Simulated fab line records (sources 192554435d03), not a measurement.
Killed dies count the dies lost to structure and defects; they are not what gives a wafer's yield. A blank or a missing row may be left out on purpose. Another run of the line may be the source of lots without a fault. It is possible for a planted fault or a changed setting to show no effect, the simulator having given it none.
fab line records | flow n5-finfet
record: lots: 9 | wafers: 26 | last-day: 19
route steps=1938 shown BEOL_M3@972 BEOL_M4@1111 PASSIVATION@1936
lots with no fault: from the same line, run without faults
start-h: hours from the record's opening day to when the first of the lot's shown wafers began | wait-h: how many hours have passed since the lot's step before this one | " the same as in the row above | L1.1+2: a single row standing in for several wafers | - no value present, or no start provided | * or withheld: withheld | < > ~ a bound
route shown NAME@n: names a module that has steps shown in the file, with the first one's number in the route | usual: mean and standard deviation over wafers with no fault | same: alike in all rows | chamber/n: place in a boat | sites: readings site by site | _std_site: how widely they spread, as a standard deviation | _edge_site: mean of outer sites minus mean of inner sites | radius-mm: for every site, how far away it sits from the centre of the wafer | mask NAME#n: copy n | behind: the most recent tool/chamber to have shaped the wafer | hold: why the lot went on hold/how many hours it stayed there/how the hold came to an end | device: the transistor (n, p or np) that didn't switch | end of line: the tests these same wafers got at the end of their route | where a step has no rows: the recipe by itself | killed: the dies lost at the first sort to structure and to defects; this is not the yield of the wafer | map: per-die view of a wafer (x killed, . not killed, _ where there is no die)
set.NAME: the setting that was run; set.NAME@STEP: the one run at that earlier step | model.NAME: the simulator's own value behind a step, which no gauge read
one table for each step of the route and one row for each wafer, over a sample of lots
services: a tool's chamber out of use, with start hour (start-h, from the record's first day; less than 0 if before it), hours out, and reason
== steps ==
step: N5_BEOL_M3_ALD_98
recipe: material: SiO2 | target-thk-a: 25 | temp-c: 100 | ald-precursor-family: BDEAS | ald-co-reactant: O2-plasma | pulse-time-s: 1 | co-reactant-pulse-time-s: 1 | purge-time-s: 2 | co-reactant-purge-time-s: 2 | ald-cycles: 17 | pressure-torr: 2
usual: heater-power-w: 80/7.1 | precursor-pulse-height-rel: 0.998/0.02
lot.wafer | tool       | chamber | start-h | wait-h | heater-power-w | precursor-pulse-height-rel
L273.3    | ald-sin-04 | 2       | 156.86  | 0.1    | 75             | 0.979
L273.5    | "          | 0       | "       | "      | 86             | 0.991
L273.6    | "          | 3       | "       | "      | 75             | 1.021
L274.2    | ald-sin-02 | 2       | 157.99  | 0.1    | 90             | 1.005
L274.3    | "          | 3       | "       | "      | 87             | 1.031
L274.5    | "          | 2       | "       | "      | 89             | 1.008
L275.1    | ald-sin-02 | 2       | 169.45  | 0.1    | 87             | 1.007
L275.2    | "          | 3       | "       | "      | 84             | 1.045
L275.6    | "          | 1       | "       | "      | 86             | 0.987
L277.1    | ald-sin-04 | 2       | 186.49  | 0.9    | 74             | 0.969
L277.3    | "          | 1       | "       | "      | 74             | 0.978
L277.4    | "          | 3       | "       | "      | 76             | 0.994
L284.1    | ald-sin-02 | 2       | 230.89  | 0.1    | 84             | 1.023
L284.6    | "          | 2       | "       | "      | 84             | 1.009
L285.1    | ald-sin-02 | 0       | 236.61  | 0.1    | 71             | 0.977
L285.3    | "          | 1       | "       | "      | 89             | 0.990
L285.5    | "          | 1       | "       | "      | 86             | 1.014
L288.1    | ald-sin-02 | 0       | 237.17  | 0.1    | 70             | 1.027
L288.3    | "          | 3       | "       | "      | 94             | 0.987
L288.6    | "          | 2       | "       | "      | 85             | 0.997
L295.1    | ald-sin-04 | 0       | 295.62  | 0.3    | 87             | 0.974
L295.3    | "          | 3       | "       | "      | 76             | 1.027
L295.4    | "          | 1       | "       | "      | 73             | 0.996
L296.1    | ald-sin-02 | 3       | 310.04  | 0.1    | 92             | 0.977
L296.3    | "          | 2       | "       | "      | 84             | 1.016
L296.6    | "          | 0       | "       | "      | 69             | 0.981
step: N5_BEOL_M3_ETCH_70
recipe: chemistry: N2/H2 | target: SOC | target-depth-a: 800 | overetch-a: 160 | mask-material: SiARC | temp-c: 40 | time-s: 120 | ion-energy-ev: 200 | pressure-mtorr: 30 | source-w: 840 | bias-w: 150 | n2-flow-sccm: 200 | h2-flow-sccm: 200
usual: bias-w: 150.0/0.45 | chamber-pressure-mTorr: 29.999/0.027 | drypump-motor-current-A: 5.8/0.5 | n2-flow-sccm: 200.1/0.61 | oes-product-au: 0.58/0.05 | rf-fwd-power-W: 835.4/2.8 | rf-vpp-V: 524.0/2.3 | showerhead-plenum-p-Torr: 2.55/0.078 | throttle-valve-pct: 17.95/0.28
lot.wafer | tool        | chamber | start-h | wait-h | bias-w | chamber-pressure-mTorr | drypump-motor-current-A | n2-flow-sccm | oes-product-au | rf-fwd-power-W | rf-hours-counter-h | rf-vpp-V | showerhead-plenum-p-Torr | throttle-valve-pct
L273.3    | rie-diel-03 | 1       | 158.10  | 0.0    | 150.3  | 30.007                 | 6.1                     | 200.7        | 0.57           | 834.9          | 190                | 527.5    | 2.64                     | 17.98
L273.5    | "           | 0       | "       | "      | 149.4  | 29.968                 | 5.0                     | 200.6        | 0.56           | 835.3          | -                  | 522.3    | 2.56                     | 18.22
L273.6    | "           | 1       | "       | "      | 149.8  | 29.998                 | 6.1                     | 200.5        | 0.56           | 837.5          | -                  | 525.5    | 2.64                     | 17.99
L274.2    | rie-diel-04 | 3       | 160.25  | 0.0    | 149.8  | 29.976                 | 6.0                     | 201.3        | 0.58           | 836.3          | 163                | 524.7    | 2.54                     | 18.01
L274.3    | "           | 1       | "       | "      | 150.3  | 29.971                 | 6.1                     | 199.9        | 0.61           | 832.8          | 114                | 523.1    | 2.47                     | 18.35
L274.5    | "           | 0       | "       | "      | 150.1  | 29.937                 | 5.9                     | 200.7        | 0.54           | 839.5          | -                  | 525.4    | 2.63                     | 17.69
L275.1    | rie-diel-01 | 3       | 169.65  | 0.0    | 149.3  | 29.982                 | 6.2                     | 200.4        | 0.57           | 832.5          | 169                | 527.1    | 2.66                     | 17.72
L275.2    | "           | 2       | "       | "      | 150.6  | 30.025                 | 5.7                     | 200.1        | 0.59           | 834.8          | 161                | 526.9    | 2.64                     | 17.96
L275.6    | "           | 1       | "       | "      | 150.0  | 29.966                 | 6.3                     | 200.7        | 0.54           | 836.8          | -                  | 520.5    | 2.44                     | 18.14
L277.1    | rie-diel-03 | 2       | 189.63  | 0.0    | 150.4  | 29.998                 | 4.7                     | 200.3        | 0.58           | 837.2          | 149                | 526.4    | 2.65                     | 18.13
L277.3    | "           | 3       | "       | "      | 149.4  | 29.989                 | 6.4                     | 201.5        | 0.64           | 838.6          | 65                 | 522.1    | 2.47                     | 17.62
L277.4    | "           | 0       | "       | "      | 149.8  | 29.933                 | 5.0                     | 200.7        | 0.56           | 835.8          | 157                | 524.2    | 2.56                     | 18.23
L284.1    | rie-diel-03 | 3       | 262.56  | 0.0    | 149.3  | 30.014                 | 6.4                     | 199.5        | 0.63           | 835.7          | 88                 | 522.3    | 2.46                     | 17.67
L284.6    | "           | 0       | "       | "      | 150.5  | 29.975                 | 5.0                     | 201.1        | 0.55           | 838.4          | -                  | 524.2    | 2.55                     | 18.26
L285.1    | rie-diel-04 | 2       | 263.78  | 0.0    | 150.5  | 29.994                 | 5.2                     | 199.0        | 0.69           | 836.8          | 20                 | 523.7    | 2.51                     | 17.69
L285.3    | "           | 1       | "       | "      | 150.1  | 29.990                 | 6.1                     | 200.0        | 0.59           | 833.6          | 144                | 520.5    | 2.46                     | 18.41
L285.5    | "           | 1       | "       | "      | 149.4  | 30.054                 | 6.1                     | 200.3        | 0.59           | 832.9          | -                  | 520.5    | 2.46                     | 18.40
L288.1    | rie-diel-01 | 2       | 267.02  | 0.0    | 149.9  | 30.017                 | 5.7                     | 200.4        | 0.58           | 833.4          | 191                | 526.4    | 2.63                     | 18.00
L288.3    | "           | 0       | "       | "      | 149.8  | 30.049                 | 6.2                     | 200.0        | 0.68           | 834.5          | 24                 | 523.1    | 2.50                     | 17.34
L288.6    | "           | 1       | "       | "      | 150.8  | 30.036                 | 6.2                     | 200.1        | 0.53           | 837.5          | -                  | 520.0    | 2.43                     | 18.19
L295.1    | rie-diel-04 | 2       | 314.45  | 0.0    | 150.0  | 30.045                 | 5.2                     | 200.1        | 0.67           | 831.5          | 36                 | 521.8    | 2.50                     | 17.74
L295.3    | "           | 3       | "       | "      | 150.1  | 29.991                 | 5.9                     | 200.6        | 0.55           | 835.0          | 210                | 524.7    | 2.52                     | 18.08
L295.4    | "           | 2       | "       | "      | 150.1  | 30.008                 | 5.3                     | 200.3        | 0.66           | 836.6          | -                  | 524.1    | 2.50                     | 17.73
L296.1    | rie-diel-01 | 2       | 319.46  | 0.0    | 149.7  | 30.016                 | 5.7                     | 200.2        | 0.57           | 839.0          | 209                | 527.3    | 2.62                     | 18.05
L296.3    | "           | 1       | "       | "      | 150.6  | 29.940                 | 6.3                     | 200.2        | 0.52           | 833.7          | 232                | 519.1    | 2.42                     | 18.21
L296.6    | "           | 2       | "       | "      | 149.8  | 29.992                 | 5.7                     | 199.6        | 0.56           | 839.2          | -                  | 526.1    | 2.62                     | 18.05
step: N5_BEOL_M3_VIA_ETCH_34
recipe: chemistry: C4F6/O2 | target-depth-a: 694 | mask-material: SOC | pressure-mtorr: 15 | ion-energy-ev: 250 | taper-deg: 4 | time-s: 65.9 | source-w: 350 | bias-w: 170 | Ar_flow_sccm: 300 | C4F6_flow_sccm: 10 | O2_flow_sccm: 10
usual: C4F6_flow_sccm: 9.997/0.029 | O2_flow_sccm: 10.00/0.031 | drypump-motor-current-A: 5.8/0.5 | mfc-ar-sccm: 300.1/0.95 | oes_o_777_au: 0.76/0.068 | oes-product-au: 0.76/0.069 | rf-fwd-power-W: 346.9/1.3 | rf-vpp-V: 669/10 | showerhead-plenum-p-Torr: 2.85/0.091 | throttle-valve-pct: 30.92/0.29
lot.wafer | tool        | chamber | start-h | wait-h | C4F6_flow_sccm | O2_flow_sccm | drypump-motor-current-A | mfc-ar-sccm | oes_o_777_au | oes-product-au | rf-fwd-power-W | rf-hours-counter-h | rf-vpp-V | showerhead-plenum-p-Torr | throttle-valve-pct
L273.3    | rie-diel-03 | 1       | 158.20  | 0.0    | 9.991          | 10.00        | 6.1                     | 300.3       | 0.73         | 0.72           | 346.3          | 190                | 684      | 2.94                     | 30.82
L273.5    | "           | 0       | "       | "      | 10.021         | 9.94         | 5.0                     | 298.8       | 0.76         | 0.73           | 347.8          | -                  | 656      | 2.86                     | 31.37
L273.6    | "           | 1       | "       | "      | 10.001         | 10.02        | 6.1                     | 300.4       | 0.72         | 0.73           | 345.5          | -                  | 684      | 2.94                     | 30.84
L274.2    | rie-diel-04 | 3       | 160.35  | 0.0    | 10.023         | 10.00        | 6.0                     | 301.3       | 0.71         | 0.75           | 345.0          | 163                | 681      | 2.84                     | 30.93
L274.3    | "           | 1       | "       | "      | 10.020         | 10.07        | 6.1                     | 301.6       | 0.80         | 0.79           | 347.8          | 114                | 667      | 2.74                     | 31.04
L274.5    | "           | 0       | "       | "      | 10.037         | 10.02        | 5.9                     | 298.2       | 0.67         | 0.70           | 343.8          | -                  | 679      | 2.95                     | 30.84
L275.1    | rie-diel-01 | 3       | 169.75  | 0.0    | 10.019         | 9.98         | 6.2                     | 299.5       | 0.78         | 0.76           | 345.7          | 169                | 668      | 2.95                     | 30.65
L275.2    | "           | 2       | "       | "      | 9.999          | 9.97         | 5.7                     | 300.3       | 0.77         | 0.76           | 347.6          | 161                | 650      | 2.96                     | 31.08
L275.6    | "           | 1       | "       | "      | 9.994          | 10.02        | 6.2                     | 300.1       | 0.69         | 0.70           | 347.5          | -                  | 671      | 2.72                     | 31.06
L277.1    | rie-diel-03 | 2       | 189.73  | 0.0    | 10.021         | 10.01        | 4.7                     | 300.9       | 0.74         | 0.75           | 345.3          | 149                | 665      | 2.96                     | 31.24
L277.3    | "           | 3       | "       | "      | 9.973          | 10.00        | 6.4                     | 301.3       | 0.89         | 0.86           | 345.5          | 65                 | 668      | 2.77                     | 30.75
L277.4    | "           | 0       | "       | "      | 10.011         | 10.01        | 5.0                     | 300.6       | 0.76         | 0.73           | 349.3          | 157                | 656      | 2.86                     | 31.36
L284.1    | rie-diel-03 | 3       | 262.66  | 0.0    | 10.001         | 9.98         | 6.4                     | 300.0       | 0.86         | 0.83           | 345.7          | 88                 | 666      | 2.76                     | 30.77
L284.6    | "           | 0       | "       | "      | 10.025         | 10.00        | 5.0                     | 300.3       | 0.74         | 0.71           | 346.7          | -                  | 657      | 2.85                     | 31.38
L285.1    | rie-diel-04 | 2       | 263.88  | 0.0    | -              | -            | -                       | -           | -            | -              | -              | -                  | -        | -                        | -
L285.3    | "           | 1       | "       | "      | -              | -            | -                       | -           | -            | -              | -              | -                  | -        | -                        | -
L285.5    | "           | 1       | "       | "      | -              | -            | -                       | -           | -            | -              | -              | -                  | -        | -                        | -
L288.1    | rie-diel-01 | 2       | 267.13  | 0.0    | -              | -            | -                       | -           | -            | -              | -              | -                  | -        | -                        | -
L288.3    | "           | 0       | "       | "      | -              | -            | -                       | -           | -            | -              | -              | -                  | -        | -                        | -
L288.6    | "           | 1       | "       | "      | -              | -            | -                       | -           | -            | -              | -              | -                  | -        | -                        | -
L295.1    | rie-diel-04 | 2       | 314.55  | 0.0    | 10.004         | 9.98         | 5.2                     | 300.7       | 0.86         | 0.88           | 346.4          | 36                 | 664      | 2.80                     | 30.80
L295.3    | "           | 3       | "       | "      | 9.993          | 9.93         | 5.9                     | 300.9       | 0.68         | 0.71           | 348.3          | 210                | 678      | 2.82                     | 30.98
L295.4    | "           | 2       | "       | "      | 10.006         | 9.93         | 5.2                     | 300.7       | 0.86         | 0.87           | 348.7          | -                  | 663      | 2.80                     | 30.80
L296.1    | rie-diel-01 | 2       | 319.56  | 0.0    | 10.024         | 10.02        | 5.7                     | 299.9       | 0.73         | 0.72           | 348.3          | 209                | 651      | 2.94                     | 31.13
L296.3    | "           | 1       | "       | "      | 9.976          | 9.98         | 6.2                     | 299.8       | 0.66         | 0.68           | 347.0          | 232                | 669      | 2.70                     | 31.09
L296.6    | "           | 2       | "       | "      | 10.012         | 10.01        | 5.7                     | 300.2       | 0.74         | 0.72           | 349.1          | -                  | 650      | 2.94                     | 31.15
step: N5_BEOL_M4_RC_MEAS_101
usual: DIBL_N: 36.0/1.6 | DIBL_P: 35.8/2 | IOFF_N: 0.152/0.03 | IOFF_P: 0.20/0.031 | ION_N: 670/12 | ION_P: 459/7.4 | SS_N: 71.5/0.56 | SS_P: 73.2/0.64 | VT_N: 251/3.5 | VT_P: -252/3.3
lot.wafer | tool      | chamber | start-h | wait-h | DIBL_N[mV/V] | DIBL_P[mV/V] | IOFF_N[nA/um] | IOFF_P[nA/um] | ION_N[uA/um] | ION_P[uA/um] | SS_N[mV/dec] | SS_P[mV/dec] | VT_N[mV] | VT_P[mV]
L273.3    | prober-02 | 0       | 200.04  | 0.3    | 36.5         | 36.9         | 0.170         | 0.23          | 681          | 467          | 72.2         | 73.9         | 246      | -247
L273.5    | "         | 0       | "       | "      | 36.4         | 36.1         | 0.159         | 0.22          | 664          | 457          | 72.2         | 73.9         | 251      | -246
L273.6    | "         | 0       | "       | "      | 35.1         | 35.6         | 0.143         | 0.22          | 675          | 469          | 72.0         | 73.2         | 252      | -246
L274.2    | prober-02 | 0       | 203.82  | 0.2    | 36.7         | 35.8         | 0.154         | 0.20          | 674          | 462          | 72.0         | 73.0         | 251      | -253
L274.3    | "         | 0       | "       | "      | 36.7         | 35.5         | 0.141         | 0.19          | 657          | 454          | 71.0         | 73.0         | 254      | -254
L274.5    | "         | 0       | "       | "      | 33.5         | 31.3         | 0.101         | 0.15          | 650          | 450          | 71.0         | 72.1         | 255      | -256
L275.1    | prober-02 | 0       | 205.93  | 0.0    | 37.0         | 37.4         | 0.162         | 0.21          | 683          | 468          | 70.9         | 74.1         | 248      | -250
L275.2    | "         | 0       | "       | "      | 35.3         | 34.5         | 0.136         | 0.17          | 675          | 464          | 71.0         | 72.6         | 249      | -253
L275.6    | "         | 0       | "       | "      | 35.9         | 34.9         | 0.135         | 0.18          | 659          | 451          | 70.8         | 73.1         | 252      | -255
L277.1    | prober-01 | 0       | 219.21  | 0.0    | 37.4         | 36.7         | 0.151         | 0.20          | 674          | 461          | 71.8         | 73.6         | 253      | -252
L277.3    | "         | 0       | "       | "      | 35.9         | 35.6         | 0.125         | 0.18          | 656          | 455          | 71.3         | 73.2         | 255      | -250
L277.4    | "         | 0       | "       | "      | 37.2         | 37.0         | 0.155         | 0.20          | 680          | 463          | 72.1         | 73.6         | 250      | -253
L284.1    | prober-01 | 0       | 275.60  | 0.0    | 36.2         | 35.1         | 0.121         | 0.17          | 644          | 446          | 71.9         | 72.7         | 260      | -257
L284.6    | "         | 0       | "       | "      | 37.3         | 37.2         | 0.154         | 0.21          | 669          | 456          | 72.3         | 73.1         | 253      | -252
L295.1    | prober-01 | 0       | 342.77  | 0.0    | 35.3         | 36.1         | 0.156         | 0.23          | 681          | 467          | 71.0         | 73.7         | 248      | -249
L295.3    | "         | 0       | "       | "      | 35.7         | 36.1         | 0.171         | 0.22          | 677          | 468          | 71.2         | 74.0         | 249      | -250
L295.4    | "         | 0       | "       | "      | 37.0         | 37.1         | 0.177         | 0.23          | 676          | 465          | 71.9         | 74.4         | 251      | -250
L296.1    | prober-02 | 0       | 347.34  | 0.0    | 34.3         | 34.4         | 0.129         | 0.17          | 655          | 454          | 70.4         | 72.7         | 250      | -253
L296.3    | "         | 0       | "       | "      | 31.8         | 30.1         | 0.087         | 0.11          | 632          | 435          | 71.7         | 71.6         | 259      | -261
L296.6    | "         | 0       | "       | "      | 33.2         | 32.1         | 0.113         | 0.14          | 658          | 449          | 71.2         | 72.2         | 255      | -258
step: N5_PASSIVATION_PROBE_49
usual: defect-limited-yield: 91.6/1.4 | killed_at_M0_to_M3: 33/10 | killed_at_M4_up: 13/5.3 | killed-at-contacts: 13/5.9 | killed-at-front-end: 36/12 | killed-at-other: 4/3.1 | killed-dies: 99/16 | killed-on-rim: 13/4.2 | killed-open: 65/13 | killed-short: 32/7.3 | sort_bin_5_function: 4.9/0.9 | sort_bin_6_memory: 3.1/0.66 | sort_bin_8_speed: 0.0/0.42 | sort-n-pass: 1081/17 | sort-yield-pct: 91.6/1.4
same: gross-dies: 1180 | killed-at-back-side: 0 | sort_bin_4_leakage[%]: 0
lot.wafer | tool      | chamber | start-h | wait-h | defect-limited-yield[%] | killed_at_M0_to_M3 | killed_at_M4_up | killed-at-contacts | killed-at-front-end | killed-at-other | killed-dies | killed-on-rim | killed-open | killed-short | sort_bin_5_function[%] | sort_bin_6_memory[%] | sort_bin_8_speed[%] | sort-n-pass | sort-yield-pct[%]
L285.1    | prober-02 | -       | 385.20  | 0.0    | 0                       | 1102               | 16              | 11                 | 49                  | 2               | 1180        | 152           | 73          | 33           | 96.0                   | 3.6                  | 0                   | 0           | 0
L285.3    | prober-02 | -       | 385.30  | 0.1    | 0                       | 1109               | 18              | 13                 | 37                  | 3               | 1180        | 152           | 66          | 29           | 97.5                   | 2.4                  | 0                   | 0           | 0
L285.5    | prober-02 | -       | 385.40  | 0.2    | 0                       | 1121               | 7               | 9                  | 41                  | 2               | 1180        | 152           | 56          | 36           | 97.0                   | 2.9                  | 0                   | 0           | 0
L288.1    | prober-02 | -       | 391.37  | 0.0    | 0                       | 1123               | 10              | 12                 | 32                  | 3               | 1180        | 152           | 58          | 30           | 96.5                   | 3.1                  | 0                   | 0           | 0
L288.3    | prober-02 | -       | 391.47  | 0.1    | 0                       | 1133               | 9               | 8                  | 21                  | 9               | 1180        | 152           | 37          | 37           | 98.0                   | 1.8                  | 0                   | 0           | 0
L288.6    | prober-02 | -       | 391.62  | 0.3    | 0                       | 1123               | 9               | 14                 | 32                  | 2               | 1180        | 152           | 59          | 26           | 96.3                   | 3.4                  | 0                   | 0           | 0
killed by level:class
L285.1 BEOL_M3:area-etch=1074 FIN_SAQP:geometric-particle:open=21 BEOL_M2:geometric-particle:open=9 MOL_CONTACT_COAG:geometric-particle:open=7 DUMMY_GATE:geometric-particle:open=7 FIN_SAQP:geometric-particle:short=6 BEOL_M0_SAQP:geometric-particle:open=6 BEOL_M0_SAQP:geometric-particle:short=6
L285.3 BEOL_M3:area-etch=1085 FIN_SAQP:geometric-particle:open=13 MOL_CONTACT_COAG:geometric-particle:open=10 BEOL_M0_SAQP:geometric-particle:open=7 BEOL_M4:geometric-particle:open=7 DUMMY_GATE:geometric-particle:open=5 BEOL_M0_SAQP:geometric-particle:short=5 BEOL_M7:geometric-particle:open=4
L285.5 BEOL_M3:area-etch=1088 FIN_SAQP:geometric-particle:short=9 FIN_SAQP:geometric-particle:open=9 BEOL_M0_SAQP:geometric-particle:short=9 MOL_CONTACT_COAG:geometric-particle:open=8 BEOL_M2:geometric-particle:open=8 GATE_CUT:geometric-particle:short=6 STARTING-WAFER:geometric-particle:open=6
L288.1 BEOL_M3:area-etch=1091 MOL_CONTACT_COAG:geometric-particle:open=12 BEOL_M0_SAQP:geometric-particle:open=11 FIN_SAQP:geometric-particle:short=6 BEOL_M2:geometric-particle:open=6 BEOL_M0_SAQP:geometric-particle:short=5 BEOL_M3:geometric-particle:open=5 GATE_CUT:geometric-particle:short=4
L288.3 BEOL_M3:area-etch=1106 BEOL_M0_SAQP:geometric-particle:open=7 BEOL_M0_SAQP:geometric-particle:short=6 BEOL_M3:geometric-particle:open=5 FIN_SAQP:geometric-particle:open=4 MOL_CONTACT_COAG:geometric-particle:short=4 MOL_CONTACT_COAG:geometric-particle:open=4 BEOL_M5:geometric-particle:open=3
L288.6 BEOL_M3:area-etch=1095 MOL_CONTACT_COAG:geometric-particle:open=11 FIN_SAQP:geometric-particle:open=9 BEOL_M0_SAQP:geometric-particle:open=9 BEOL_M3:geometric-particle:open=8 STI_FIN_REVEAL:geometric-particle:open=7 BEOL_M0_SAQP:geometric-particle:short=6 BEOL_M5:geometric-particle:open=4
== services ==
tool        | chamber | start-h | hours | kind
rie-diel-01 | 3       | 139.01  | 5.3   | repair
rie-diel-04 | 2       | 153.49  | 7.9   | repair
rie-diel-03 | 2       | 154.27  | 4.0   | repair
rie-diel-01 | 0       | 162.16  | -     | clean
rie-diel-01 | 0       | 162.16  | -     | consumable-replace:focus-ring
rie-diel-01 | 0       | 162.16  | 22.8  | scheduled-down
rie-diel-01 | 0       | 162.16  | 22.8  | vent-cycle
rie-diel-04 | 2       | 172.44  | -     | clean
rie-diel-04 | 2       | 172.44  | -     | consumable-replace:focus-ring
rie-diel-04 | 2       | 172.44  | 14.8  | scheduled-down
rie-diel-01 | 3       | 175.59  | 15.8  | repair
ald-sin-02  | -       | 176.82  | 14.0  | pm
rie-diel-03 | -       | 179.33  | 2.8   | pm
ald-sin-02  | 3       | 191.22  | 1.4   | repair
rie-diel-04 | 2       | 200.78  | 4.9   | repair
rie-diel-04 | 0       | 210.17  | 13.3  | repair
ald-sin-04  | -       | 220.24  | 6.1   | pm
ald-sin-04  | 0       | 227.91  | 13.5  | repair
ald-sin-02  | -       | 243.74  | 6.1   | pm
ald-sin-02  | -       | 271.91  | 0.9   | repair
ald-sin-02  | 2       | 276.83  | 14.5  | repair
rie-diel-01 | 3       | 288.09  | 4.2   | repair
ald-sin-04  | -       | 289.65  | 2.8   | pm
ald-sin-02  | 1       | 311.68  | 5.9   | repair
== key ==
first-sign: step: N5_BEOL_M3_VIA_ETCH_34 | reading: tool-record | direction: missing
effect: step: N5_PASSIVATION_PROBE_49 | reading: killed_at_M0_to_M3 | direction: up | sigmas: 99+ | usual: 33 | struck: 1118
more-kills-born-at: N5_BEOL_M3_VIA_ETCH_34@rie-diel-01: 3292 | N5_BEOL_M3_VIA_ETCH_34@rie-diel-04: 3247
met-at N5_BEOL_M3_VIA_ETCH_34
struck-lots L285,L288
later-rows-left-out L285.1,L285.3,L285.5,L288.1,L288.3,L288.6
not-acting-at N5_BEOL_M3_ALD_98,N5_BEOL_M3_ETCH_70
onset-between 169.75 263.88
fault: kind: skipped-step-whole | tool: rie-diel-01,rie-diel-04 | chamber: - | onset-h: 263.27 | steps: N5_BEOL_M3_VIA_ETCH_34 | scope: struck-lots-only
later-rows-left-out: the simulator's readings of these wafers behind a module that went badly wrong aren't trusted and aren't shown, but for the sort
